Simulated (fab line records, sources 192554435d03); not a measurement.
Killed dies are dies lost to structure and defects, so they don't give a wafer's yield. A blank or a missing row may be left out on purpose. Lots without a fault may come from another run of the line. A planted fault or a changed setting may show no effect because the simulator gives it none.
Split-lot experiment | flow n5_finfet | 7 lots, 21 wafers read, on a route of 1938 steps

THE SPLIT
At N5_BEOL_M1_ETCH_77 (etches underlayer in N2/H2, target depth 6.5 nm, time 5.2 s), the setting source_w was moved away from the recipe's 840 W on 7 of the 21 wafers read, by -10.2% to +13.4%. The other wafers ran this setting at the recipe's value.

The reading is taken at the split's own step.

THE READING
rf_vpp_V, in V, at N5_BEOL_M1_ETCH_77 (etches underlayer in N2/H2, target depth 6.5 nm, time 5.2 s). Fault-free wafers of this fab line usually give 523.7 V, standard deviation 2.3 V.

wafer  | tool, chamber at the split | source_w as run, W | against the recipe | rf_vpp_V, V | against lot-mates on the recipe
L077.2 | rie_diel-06, 0             | 878.9              | +4.6%              | 513.4       | -9.2
L077.5 | rie_diel-06, 0             | 878.9              | +4.6%              | 513.2       | -9.4
L077.6 | rie_diel-06, 2             | 840                | recipe             | 522.6       | -
L080.2 | rie_diel-03, 2             | 840                | recipe             | 523.8       | -
L080.3 | rie_diel-03, 1             | 907.5              | +8.0%              | 514.5       | -9.3
L080.5 | rie_diel-03, 0             | 907.5              | +8.0%              | 509.6       | -14.2
L085.2 | rie_diel-03, 0             | 840                | recipe             | 524.6       | -
L085.3 | rie_diel-03, 3             | 840                | recipe             | 524.2       | -
L085.5 | rie_diel-03, 3             | 840                | recipe             | 525.3       | -
L090.2 | rie_diel-04, 0             | 840                | recipe             | 523.4       | -
L090.4 | rie_diel-04, 2             | 780.3              | -7.1%              | 531.9       | +9.2
L090.6 | rie_diel-04, 0             | 840                | recipe             | 522.0       | -
L093.1 | rie_diel-06, 3             | 952.6              | +13.4%             | 504.2       | -18.6
L093.5 | rie_diel-06, 0             | 840                | recipe             | 520.1       | -
L093.6 | rie_diel-06, 3             | 840                | recipe             | 525.5       | -
L096.3 | rie_diel-04, 3             | 840                | recipe             | 522.1       | -
L096.4 | rie_diel-04, 0             | 840                | recipe             | 523.2       | -
L096.6 | rie_diel-04, 1             | 840                | recipe             | 523.7       | -
L097.3 | rie_diel-04, 2             | 840                | recipe             | 528.2       | -
L097.5 | rie_diel-04, 3             | 840                | recipe             | 521.1       | -
L097.6 | rie_diel-04, 2             | 754.6              | -10.2%             | 547.8       | +23.1

THE FIT
A straight line over all 21 wafers: rf_vpp_V changes by -1.68 V for each +1% of source_w; r = -0.95; the points scatter about the line by 2.9 V.
The same after taking each lot's own level away (the mean of its wafers on the recipe; 21 wafers): -1.65 V for each +1%; r = -0.96; scatter 2.5 V.
On that fit, the largest move of source_w shifts the reading by 22 V.
The lots' own levels span 522.60 to 524.70 V, that is 0.9 times the standard deviation above.
So the lot-to-lot level changes the slope little: the two slopes agree.
Check: with one of the wafers moved furthest among these (+13.4%) left out of the fit, the line predicts -23.5 V for it against its lot-mates. It came out at -18.6 V against them.
Tool readings at the split's step, against how far the setting was moved: rf_vpp_V r = -0.95.

OTHER SPLITS ON THESE WAFERS
These wafers also went through other splits before the reading. Each is held against what the fit with the lots' levels taken away leaves over:
other split on the same wafers    | wafers away from the commonest value | r with rf_vpp_V (lot level and that fit taken away)
N5_BEOL_M0_SAQP_EXPOSE_11 dose_mj | 6                                    | -0.05

THE FILE'S OWN FIT
rf_vpp_V changes by -1.64 V for each +1% of source_w, r = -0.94.
